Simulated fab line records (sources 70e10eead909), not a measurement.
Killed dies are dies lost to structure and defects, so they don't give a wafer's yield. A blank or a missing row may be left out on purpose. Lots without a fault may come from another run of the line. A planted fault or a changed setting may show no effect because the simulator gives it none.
Which of the tools did it? | flow nand-harc | 13 lots with 39 wafers sampled at 4 steps, on a route of 1302 steps

WHAT THE GAUGES SHOWED, per wafer
NHARC_P_ZERO_WELL_CD_MEAS_37: target cd 720 nm.
lot  | measured     | on        | cd-nm (nm)
L972 | day 2 10:07  | cd-sem-01 | 721.9 721.0 720.0
L973 | day 2 20:38  | cd-sem-02 | 719.2 721.2 720.4
L977 | day 4 12:41  | cd-sem-02 | 722.4 719.6 720.4
L978 | day 4 22:24  | cd-sem-02 | 719.6 722.1 719.7
L979 | day 5 08:16  | cd-sem-03 | 720.6 721.1 720.2
L980 | day 5 18:10  | cd-sem-01 | 719.6 720.5 719.1
L981 | day 6 04:06  | cd-sem-01 | 718.3 719.3 722.2
L987 | day 8 15:52  | cd-sem-01 | 722.0 719.0 719.2
L989 | day 9 12:19  | cd-sem-03 | 720.1 719.3 715.8
L990 | day 9 22:05  | cd-sem-01 | 717.7 721.4 718.0
L991 | day 10 10:58 | cd-sem-01 | 722.1 722.2 722.0
L992 | day 10 18:12 | cd-sem-02 | 719.3 719.9 717.6
L994 | day 11 14:10 | cd-sem-03 | 717.8 718.1 720.8

NHARC_P_GATE_CD_MEAS_59: target cd 720 nm.
lot  | measured     | on        | cd-nm (nm)
L972 | day 6 05:41  | cd-sem-01 | 719.6 720.2 721.3
L973 | day 6 15:12  | cd-sem-01 | 718.0 719.2 721.1
L977 | day 8 19:35  | cd-sem-03 | 721.1 719.1 719.2
L978 | day 9 02:46  | cd-sem-01 | 717.4 721.1 719.6
L979 | day 9 05:56  | cd-sem-01 | 717.8 717.1 720.4
L980 | day 9 18:36  | cd-sem-02 | 717.7 720.9 721.6
L981 | day 9 18:01  | cd-sem-03 | 717.3 718.7 716.0
L987 | day 12 16:39 | cd-sem-02 | 719.3 721.6 721.0
L989 | day 13 02:44 | cd-sem-03 | 718.7 717.1 722.0
L990 | day 13 19:37 | cd-sem-02 | 717.4 716.8 714.9
L991 | day 13 23:42 | cd-sem-01 | 718.4 719.0 719.2
L992 | day 14 15:47 | cd-sem-02 | 721.2 720.7 719.9
L994 | day 15 02:41 | cd-sem-01 | 721.5 719.4 719.2

TOOL THAT RAN EACH LOT (tool first, then ch and the chambers of the sampled wafers, then the start)
lot  | NHARC_P_ZERO_WELL_ETCH_63        | NHARC_P_STI_CMP_21
L972 | rie-si-06 ch 2,3, day 2 07:40    | cmp-01 ch 0,2,3, day 4 04:48
L973 | rie-si-06 ch 0,1,3, day 2 17:56  | cmp-03 ch 1,2, day 4 12:13
L977 | rie-si-02 ch 1,3, day 4 09:32    | cmp-03 ch 0,2,3, day 6 15:58
L978 | rie-si-01 ch 0,2, day 4 19:47    | cmp-01 ch 1,2,3, day 7 03:12
L979 | rie-si-01 ch 2,3, day 5 05:43    | cmp-03 ch 0,1,3, day 7 09:41
L980 | rie-si-02 ch 0,1,3, day 5 15:45  | cmp-04 ch 0,2,3, day 7 19:43
L981 | rie-si-02 ch 1,2, day 6 01:39    | cmp-01 ch 1,2,3, day 7 19:47
L987 | rie-si-06 ch 1,2, day 8 13:34    | cmp-01 ch 0,3, day 10 15:45
L989 | rie-si-06 ch 1,3, day 9 09:46    | cmp-01 ch 0,1,3, day 11 05:41
L990 | rie-si-06 ch 0,1,3, day 9 19:40  | cmp-04 ch 0,2,3, day 11 21:37
L991 | rie-si-06 ch 0,3, day 10 05:43   | cmp-04 ch 1,2,3, day 12 02:02
L992 | rie-si-01 ch 1,2,3, day 10 15:41 | cmp-03 ch 1,3, day 12 08:35
L994 | rie-si-02 ch 1,3, day 11 11:40   | cmp-03 ch 0,2,3, day 13 03:58
- NHARC_P_ZERO_WELL_ETCH_63: etches the open film in HBr/Cl2, target depth 120 nm, time 40.1 s.
- NHARC_P_STI_CMP_21: polishes, t overpolish 20 s, target thk 380.67 nm.

WHAT THE TOOLS THEMSELVES READ (means of the sampled wafers that have a number; where no wafer has one, the mark that the record gives instead)
NHARC_P_ZERO_WELL_ETCH_63.
lot  | tool      | bias-w (W) | drypump-motor-current-A (A) | he-backside-leak-sccm (sccm) | oes-product-au (a.u.) | throttle-valve-pct (%)
L972 | rie-si-06 | 100.0      | 6.2                         | 2.48                         | 1.014                 | 26.403
L973 | rie-si-06 | 99.8       | 6.0                         | 2.86                         | 1.003                 | 26.413
L977 | rie-si-02 | 99.9       | 5.8                         | 2.57                         | 1.004                 | 26.403
L978 | rie-si-01 | 100.0      | 5.6                         | 2.57                         | 1.006                 | 26.399
L979 | rie-si-01 | 100.0      | 5.7                         | 2.67                         | 0.992                 | 26.416
L980 | rie-si-02 | 100.0      | 5.9                         | 2.70                         | 0.988                 | 26.401
L981 | rie-si-02 | 100.0      | 5.6                         | 2.43                         | 0.985                 | 26.405
L987 | rie-si-06 | 100.2      | 6.1                         | 2.85                         | 1.004                 | 26.404
L989 | rie-si-06 | 99.5       | 6.3                         | 2.70                         | 1.003                 | 26.401
L990 | rie-si-06 | 99.6       | 6.0                         | 2.81                         | 1.001                 | 26.398
L991 | rie-si-06 | 100.3      | 6.0                         | 2.73                         | 1.003                 | 26.410
L992 | rie-si-01 | 99.9       | 5.8                         | 2.55                         | 1.004                 | 26.408
L994 | rie-si-02 | 99.9       | 6.0                         | 2.85                         | 1.000                 | 26.412

NHARC_P_STI_CMP_21.
lot  | tool   | motor-current-A (A) | overpolish-run-s (s)
L972 | cmp-01 | 11.6                | 20.005
L973 | cmp-03 | 13.1                | 19.997
L977 | cmp-03 | 12.0                | 19.997
L978 | cmp-01 | 11.1                | 20.006
L979 | cmp-03 | 11.8                | 20.000
L980 | cmp-04 | 12.2                | 19.998
L981 | cmp-01 | 11.0                | 19.998
L987 | cmp-01 | 11.3                | 77.053
L989 | cmp-01 | 11.3                | 77.059
L990 | cmp-04 | 12.4                | 19.997
L991 | cmp-04 | 13.0                | 20.003
L992 | cmp-03 | 12.7                | 20.000
L994 | cmp-03 | 12.4                | 20.005

THE ANSWER, worked out from the rows above alone
Rule: what is usual is taken from the lots themselves. Put in order of their means at a reading, lots are off if they are a third of the lots or fewer, leave a main group of 4 or more, and stand apart from it by a gap of 3 or more times the standard deviation of the main group's means; of several such gaps the widest counts. Not used: any main group whose means are identical at the precision the tables above print for the reading. Also off: a lot with no number at a reading for which 4 or more lots have one. Where the step has rows for the other lots, those lots are counted as sound. The gauges are gone through in route order, then the tools' own readings, and for those a lot's mean is taken as printed above. The first step at which some lot is off is used, and at that step the reading that is off furthest; a lot without a number counts as furthest.
Off at NHARC_P_STI_CMP_21 (overpolish-run-s): L987, L989. Main group: mean 20.001 s, sd 0.0034.
A tool fits if, at that step or a process step before it, it ran every lot that is off, and no sound lot after the first of them. One fits: cmp-01 at NHARC_P_STI_CMP_21. A fault onset in the window from L981 (day 7 19:47, its last sound lot) to L987 (day 10 15:45, its first lot off) fits.
On the lots that are off, the tool's own readings at NHARC_P_STI_CMP_21 differ by more than 5 times the standard deviation of the sound lots' means, which bears it out; overpolish-run-s reads 77.056 s there versus 20.001 s on the sound lots.

WHAT THE SIMULATOR HAD INSERTED
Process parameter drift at NHARC_P_STI_CMP_21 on cmp-01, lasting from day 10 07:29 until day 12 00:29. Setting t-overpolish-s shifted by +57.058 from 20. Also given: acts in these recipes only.
Lots struck among those shown: L987, L989. The rule above reached the same finding.
